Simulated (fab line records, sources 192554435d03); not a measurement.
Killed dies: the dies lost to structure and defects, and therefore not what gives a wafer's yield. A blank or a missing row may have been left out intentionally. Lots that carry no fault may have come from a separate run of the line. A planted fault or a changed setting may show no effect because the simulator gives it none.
Comparing a struck lot with a sound one :: flow n5-finfet :: 37 steps out of a route of 1938
Sound: these wafers, L644.3, L644.5, L644.6. The struck wafers were L632.1, L632.4, L632.5. The cause comes at the end.
Each step with rows lists, per side, the tool, then ch with its chambers, then its first start. Under that, the readings that differ: sound wafers :: struck wafers :: difference of the means :: sigmas: that difference in standard deviations of wafers without a fault.
alike: readings with means less than 2 such deviations apart, plus words and numbers identical on both sides. not compared: withheld readings, readings lacking a value on some wafer, bounds such as >300 that could conceal the same value, and numbers that have no deviation in the record and whose values overlap.
A row with sigmas, a row that says differs or no value, or rows on one side alone: a step with any of these is where the two part. When numbers do not overlap yet have no deviation, they are printed without sigmas and do not part them. A reading missing from all wafers of one side parts the sides only when that side holds two or more wafers.

first, 9 steps without rows for these wafers: N5_BEOL_M9_ALD_74 (deposits TaN, target thk 2 nm, pulse time 2 s, purge time 3 s); N5_BEOL_M9_SURFACE_TREAT_79; N5_BEOL_M9_CVD_78 (deposits Co from CCTBA/H2, target thk 2 nm, time 138.9 s); N5_BEOL_M9_SPUTTER_48 (material Cu, target thk 12 nm, time 2 s); N5_BEOL_M9_ECD_50 (material Cu, target thk 318 nm); N5_BEOL_M9_ANNEAL_51 (time 90 s); N5_BEOL_M9_CMP_52 (polishes, stops on SiCOH lowk, t overpolish 7 s, target thk 140 nm); N5_BEOL_M9_PRE_CLEAN_55 (time 15 s); N5_BEOL_M9_DEP_56 (deposits SiCN from 3MS/NH3, target thk 15 nm, time 26.5 s).
N5_BEOL_M10_ILD_DEP_00: deposits SiCOH lowk from DEMS/porogen, target thk 308.51 nm, time 58 s.
  sound on pecvd-04 ch 0,1,2, day 15 12:46; struck on pecvd-04 ch 0,1,2, day 12 02:40
  alike: heater-power-w, showerhead-plenum-p-Torr, throttle-valve-pct
then, 11 steps without rows for these wafers: N5_BEOL_M10_CURE_71 (cures SiCOH lowk, time 240 s); N5_BEOL_M10_PECVD_70 (deposits SiO2 from TEOS/O2, target thk 20 nm, time 22.7 s); N5_BEOL_M10_HM_DEP_02 (deposits TiN, target thk 20 nm); N5_BEOL_M10_COAT_59 (time 60 s, resist thk 100 nm); N5_BEOL_M10_COAT_60 (time 60 s, resist thk 30 nm); N5_BEOL_M10_COAT_05 (resist thk 90 nm); N5_BEOL_M10_EBR_07; N5_BEOL_M10_SOFTBAKE_06 (time 60 s); N5_BEOL_M10_EXPOSE_08 (exposes mask M10); N5_BEOL_M10_PEB_09 (peb time 60 s); N5_BEOL_M10_DEVELOP_10 (develop time 30 s).
N5_BEOL_M10_INSPECT_13: inspects for defects (brightfield).
  struck on defect-inspect-01, day 12 05:05; sound on defect-inspect-01, day 15 14:07
reading: raw-defect-count
sound: 331 382 383
struck: 1057 1074 1058
difference: +698
sigmas: +8
then, 13 steps without rows for these wafers: N5_BEOL_M10_DESCUM_16 (chemistry O2, time 7.9 s); N5_BEOL_M10_ETCH_61 (etches SiARC in CF4, target depth 39 nm, time 65 s); N5_BEOL_M10_ETCH_62 (etches SOC in N2/H2, target depth 110 nm, overetch 22 nm, time 165 s); N5_BEOL_M10_STRIP_68 (strips in N2/H2); N5_BEOL_M10_STRIP_67 (strips in CF4); N5_BEOL_M10_HM_OPEN_17 (chemistry Cl2/BCl3, target TiN, target depth 20 nm, overetch 6 nm); N5_BEOL_M10_STRIP_19 (strips in O2); N5_BEOL_M10_COAT_63 (time 60 s, resist thk 100 nm); N5_BEOL_M10_COAT_64 (time 60 s, resist thk 30 nm); N5_BEOL_M10_COAT_22 (resist thk 90 nm); N5_BEOL_M10_EBR_24; N5_BEOL_M10_SOFTBAKE_23 (time 60 s); N5_BEOL_M10_EXPOSE_25 (exposes mask V9).
N5_BEOL_M10_INSPECT_30: inspects for defects (brightfield).
  struck on defect-inspect-01, day 12 06:40; sound on defect-inspect-01, day 15 16:22
reading: raw-defect-count
sound: 354 416 395
struck: 1030 1101 1068
difference: +678
sigmas: +8
-- the record jumps here: 2 days lie between the struck wafers' starts before and after (it left off in module BEOL_M10 and takes up again in module PASSIVATION, whose first step shown is number 1936 of the route) --
N5_PASSIVATION_PROBE_49:
  only the struck wafers here have rows in the record (prober-01, day 14 13:29); the sound ones have none

== WHERE THEY PART ==
First at N5_BEOL_M10_INSPECT_13; last, within this record, at N5_PASSIVATION_PROBE_49.

WHY: whatever the simulator had introduced
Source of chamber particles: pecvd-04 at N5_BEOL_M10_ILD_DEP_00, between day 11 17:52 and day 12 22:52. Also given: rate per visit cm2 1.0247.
